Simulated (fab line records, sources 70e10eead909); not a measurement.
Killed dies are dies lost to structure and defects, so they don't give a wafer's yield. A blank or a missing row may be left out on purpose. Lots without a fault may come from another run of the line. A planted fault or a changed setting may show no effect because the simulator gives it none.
Chamber matching | flow nand_harc | NHARC_P_BONDPAD_DESCUM_11 on rie_diel-08: 4 sister chambers
The step chemistry O2, time 3 s. 8 wafers are shown with their chamber, then 9 later ones without.

WAFERS WITH THEIR CHAMBER
wafer  | chamber | drypump_motor_current_A (A) | oes_product_au (a.u.)
L075.2 | 1       | 5.39                        | 1.005
L082.6 | 2       | 6.01                        | 1.015
L083.2 | 3       | 6.17                        | 0.998
L083.4 | 0       | 5.44                        | 0.993
L083.5 | 3       | 6.16                        | 0.996
L085.2 | 1       | 5.43                        | 1.004
L085.3 | 2       | 6.02                        | 1.015
L085.4 | 0       | 5.40                        | 0.993

WAFERS WITHOUT THEIR CHAMBER
wafer  | drypump_motor_current_A (A) | oes_product_au (a.u.)
L086.2 | 6.18                        | 1.000
L086.4 | 5.40                        | 1.002
L086.5 | 5.43                        | 1.000
L093.2 | 5.42                        | 0.985
L093.3 | 5.98                        | 1.003
L093.5 | 5.99                        | 1.010
L096.2 | 6.19                        | 1.016
L096.3 | 5.41                        | 1.013
L096.6 | 6.00                        | 1.003

WHICH CHAMBER EACH WENT THROUGH
wafer  | from the rows above | in truth
L086.2 | 3                   | 3
L086.4 | 1                   | 1
L086.5 | 1                   | 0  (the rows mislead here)
L093.2 | 0                   | 0
L093.3 | 3                   | 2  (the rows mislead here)
L093.5 | 2                   | 2
L096.2 | 2                   | 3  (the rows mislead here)
L096.3 | 1                   | 1
L096.6 | 3                   | 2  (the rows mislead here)
Placed correctly: 5 of 9. Can't be placed from these rows: 0. Placed wrongly: 4.
How it was worked out, from the rows above alone: a wafer's distance from a chamber is the root of the sum, over the readings, of the square of ((its reading less the chamber's mean) divided by the reading's scatter). The wafer belongs to the nearest chamber; if the next one is less than 2 further off, it can't be placed. A chamber's mean is the mean of its shown wafers. The scatter: the root of (the sum of the squares of (reading less its chamber's mean) over the shown wafers, divided by (wafers less chambers)).
